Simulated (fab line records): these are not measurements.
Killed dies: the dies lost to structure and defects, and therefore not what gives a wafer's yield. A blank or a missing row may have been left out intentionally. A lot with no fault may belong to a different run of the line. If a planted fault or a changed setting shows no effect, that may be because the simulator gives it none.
Check for tools in common | flow nand harc | 1 lot, 3 wafers sampled

THE REASON FOR OPENING IT
At NHARC_END_SORT_01 the reading killed at periphery is flagged on 1 of 1 lot. Wafers without a fault read 3.9, standard deviation 2.7.
Rule: a lot is flagged when every wafer of it that has a number lies more than 4 standard deviations from that mean, or none has a number. All remaining lots are regarded as sound.

lot  | measured     | on        | killed at periphery, wafer by wafer | flag
L348 | day 27 23:05 | prober-01 | 628 615 618                         | FLAGGED
On average the flagged lots read 620.3, which is +616.4 against the usual, or +99 or more standard deviations.

EACH LOT AND THE TOOL IT RAN ON
Before the reading, the record contains 4 process steps out of a 1302-step route. Cell contents, in order: the tool; ch with the chambers the sampled wafers went through; the start.
lot  | flag    | NHARC_P_ZERO_WELL_DESCUM_13       | NHARC_P_ZERO_WELL_DESCUM_39     | NHARC_P_GATE_EXPOSE_08           | NHARC_P_GATE_HM_OPEN_105
L348 | FLAGGED | rie diel-13 ch 0,2,3, day 4 19:17 | rie diel-04 ch 0,3, day 4 22:16 | krf scanner-03 ch 0, day 7 09:44 | rie diel-01 ch 0,2,3, day 27 23:05 or earlier
What is done by these steps:
- NHARC_P_ZERO_WELL_DESCUM_13: chemistry O2, time 3 s.
- NHARC_P_ZERO_WELL_DESCUM_39: chemistry O2, time 3 s.
- NHARC_P_GATE_EXPOSE_08: exposes mask P HV.
- NHARC_P_GATE_HM_OPEN_105: chemistry O2/COS, target depth 360 nm.
- NHARC_END_SORT_01

FLAGGED OVER TOTAL, TOOL BY TOOL (the gauges that took the reading come last)
step                        | tool           | lots run | flagged | share of the flagged lots | sound lots run after its first flagged lot
NHARC_P_ZERO_WELL_DESCUM_13 | rie diel-13    | 1        | 1       | all                       | 0
NHARC_P_ZERO_WELL_DESCUM_39 | rie diel-04    | 1        | 1       | all                       | 0
NHARC_P_GATE_EXPOSE_08      | krf scanner-03 | 1        | 1       | all                       | 0
NHARC_P_GATE_HM_OPEN_105    | rie diel-01    | 1        | 1       | all                       | 0
NHARC_END_SORT_01           | prober-01      | 1        | 1       | all                       | 0
With no start given for some of its lots, NHARC_P_GATE_HM_OPEN_105 uses the hours and lot order of NHARC_END_SORT_01.

WHAT IS ALLOWED BY THE TABLE
5 rows of the table ran every flagged lot: rie diel-13 at NHARC_P_ZERO_WELL_DESCUM_13, rie diel-04 at NHARC_P_ZERO_WELL_DESCUM_39, krf scanner-03 at NHARC_P_GATE_EXPOSE_08, rie diel-01 at NHARC_P_GATE_HM_OPEN_105, prober-01 at NHARC_END_SORT_01.
- rie diel-13 at NHARC_P_ZERO_WELL_DESCUM_13: 1 of its 1 lot flagged. The start can't be narrowed down: in this sample, it ran no sound lot prior to its first flagged lot.
- rie diel-04 at NHARC_P_ZERO_WELL_DESCUM_39: 1 of its 1 lot flagged. The start can't be narrowed down: in this sample, it ran no sound lot prior to its first flagged lot.
- krf scanner-03 at NHARC_P_GATE_EXPOSE_08: 1 of its 1 lot flagged. The start can't be narrowed down: in this sample, it ran no sound lot prior to its first flagged lot.
- rie diel-01 at NHARC_P_GATE_HM_OPEN_105: 1 of its 1 lot flagged. The start can't be narrowed down: in this sample, it ran no sound lot prior to its first flagged lot.
- prober-01 at NHARC_END_SORT_01: 1 of its 1 lot flagged. The start can't be narrowed down: in this sample, it ran no sound lot prior to its first flagged lot.
Counting lots can't tell these 5 tools apart, because each fits a fault that began at some hour. More lots, or a look at what each step does to the wafer, might.

WHAT THE SIMULATOR HAD INSERTED
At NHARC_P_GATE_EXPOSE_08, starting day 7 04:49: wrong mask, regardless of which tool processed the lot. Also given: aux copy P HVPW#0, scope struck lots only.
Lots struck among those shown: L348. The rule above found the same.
